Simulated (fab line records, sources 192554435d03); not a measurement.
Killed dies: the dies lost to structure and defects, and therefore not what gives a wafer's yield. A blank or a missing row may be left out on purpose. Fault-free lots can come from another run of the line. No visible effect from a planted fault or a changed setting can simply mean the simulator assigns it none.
One fault through the eyes of 3 desks || flow n5 finfet || each desk holds nothing but its own numbers, with what lay behind them at the end

== DESK OF THE TOOL OWNER: epi rpcvd-02 ==
The tool's own readings at N5_SD_EPI_N_VAPOR_ETCH_50 (etches Si in HCl, time 54 s): means of the sampled wafers that have a number, for each lot that ran on this tool. A lot is out of limits, marked OUT, if its mean lies more than 4 standard deviations from the usual mean; the brackets give that distance.
Columns: A = throttle valve pct at N5_SD_EPI_N_VAPOR_ETCH_50, usual 12.0 %
{"lot": "L998", "first seen here": "day 4 08:24", "A": 11.5}
{"lot": "L999", "first seen here": "day 4 14:02", "A": 11.5}
{"lot": "L101", "first seen here": "day 5 07:15", "A": 11.5}
{"lot": "L109", "first seen here": "day 7 03:23", "A": 11.7}
{"lot": "L110", "first seen here": "day 7 08:38", "A": 11.6}
This desk's verdict: no lot among the 5 shows anything out of limits.

== FROM THE METROLOGY DESK ==
What the gauges read for every lot (on any tool): the sampled wafers with a number, averaged. A lot is out of limits, marked OUT, if its mean lies more than 4 standard deviations from the usual mean; the brackets give that distance. 7 of its 13 readings are shown: the first one out of limits and those lying furthest out on some lot.
Columns: A = DIBL_N at N5_BEOL_M4_RC_MEAS_101, usual 37.5 mV/V; B = IOFF_N at N5_BEOL_M4_RC_MEAS_101, usual 0.18 nA/um; C = ION_N at N5_BEOL_M4_RC_MEAS_101, usual 677 uA/um; D = REXT_N at N5_BEOL_M4_RC_MEAS_101, usual 74.6 ohm.um; E = SS_N at N5_BEOL_M4_RC_MEAS_101, usual 72.0 mV/dec; F = VT_N at N5_BEOL_M4_RC_MEAS_101, usual 249 mV; G = VT_N_LVT at N5_BEOL_M4_RC_MEAS_101, usual 98 mV
{"lot": "L994", "first seen here": "day 7 19:08", "A": 38.3, "B": 0.21, "C": 678, "D": 76.5, "E": 72.3, "F": 245, "G": 94}
{"lot": "L993", "first seen here": "day 8 00:11", "A": 38.7, "B": 0.19, "C": 675, "D": 73.0, "E": 72.4, "F": 250, "G": 97}
{"lot": "L995", "first seen here": "day 8 14:59", "A": 36.5, "B": 0.21, "C": 684, "D": 76.7, "E": 72.7, "F": 248, "G": 95}
{"lot": "L996", "first seen here": "day 8 17:12", "A": 34.9, "B": 0.15, "C": 665, "D": 77.2, "E": 71.9, "F": 252, "G": 100}
{"lot": "L999", "first seen here": "day 9 00:49", "A": 36.6, "B": 0.17, "C": 670, "D": 76.2, "E": 71.5, "F": 248, "G": 96}
{"lot": "L998", "first seen here": "day 9 03:41", "A": 37.3, "B": 0.16, "C": 679, "D": 74.8, "E": 71.2, "F": 248, "G": 98}
{"lot": "L101", "first seen here": "day 10 03:32", "A": 37.7, "B": 0.16, "C": 665, "D": 75.1, "E": 72.4, "F": 254, "G": 102}
{"lot": "L104", "first seen here": "day 10 11:32", "A": 38.1, "B": 0.18, "C": 682, "D": 77.6, "E": 72.0, "F": 249, "G": 99}
{"lot": "L109", "first seen here": "day 12 09:29", "A": 33.2, "B": 0.10, "C": "625 (-4.7) OUT", "D": "95.7 (+11) OUT", "E": 71.4, "F": 258, "G": 107}
{"lot": "L110", "first seen here": "day 12 11:11", "A": "29.2 (-4.4) OUT", "B": 0.08, "C": "611 (-6.0) OUT", "D": "97.5 (+12) OUT", "E": 69.9, "F": 261, "G": 111}
{"lot": "L113", "first seen here": "day 13 05:08", "A": 39.7, "B": 0.21, "C": 685, "D": 74.4, "E": 72.3, "F": 245, "G": 94}
Per this desk, out of limits: L109, L110; the first was L109, day 12 09:42 (ION_N at N5_BEOL_M4_RC_MEAS_101). Within limits: L994, L993, L995, L996, L999, L998, L101, L104, L113.

== THE DEFECT DESK ==
Counts from the inspections along the route, per lot, as means over the sampled wafers that have a number. A lot is out of limits, marked OUT, if its mean lies more than 4 standard deviations from the usual mean; the brackets give that distance.
Columns: A = raw defect count at N5_BEOL_M4_INSPECT_59, usual 77
{"lot": "L994", "first seen here": "day 7 19:09", "A": 149}
{"lot": "L993", "first seen here": "day 8 00:12", "A": 69}
{"lot": "L995", "first seen here": "day 8 15:00", "A": 70}
{"lot": "L996", "first seen here": "day 8 17:14", "A": 76}
{"lot": "L999", "first seen here": "day 9 00:50", "A": 90}
{"lot": "L998", "first seen here": "day 9 03:43", "A": 81}
{"lot": "L101", "first seen here": "day 10 03:34", "A": 47}
{"lot": "L104", "first seen here": "day 10 11:34", "A": 115}
{"lot": "L109", "first seen here": "day 12 09:31", "A": 58}
{"lot": "L110", "first seen here": "day 12 11:12", "A": 81}
{"lot": "L113", "first seen here": "day 13 05:10", "A": 79}
This desk's verdict: no lot among the 11 shows anything out of limits.

== PUT TOGETHER ==
At day 12 09:42 the metrology desk could have sounded an alarm, on L109, L110.
The desk of the tool owner found nothing out of limits.
Nothing the defect desk looked at was out of limits.
On record at the tool owner's desk: L109, L110, within its limits.
The defect desk has L109, L110 on record, within its limits.
Every lot named ran N5_SD_EPI_N_VAPOR_ETCH_50 on epi rpcvd-02.

== WHAT THE SIMULATOR PUT IN ==
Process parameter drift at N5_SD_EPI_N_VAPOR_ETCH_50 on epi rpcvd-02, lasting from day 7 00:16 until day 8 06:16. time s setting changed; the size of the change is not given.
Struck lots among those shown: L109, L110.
Hours from the fault's start to each desk's first reading out of limits: the metrology desk, 129.
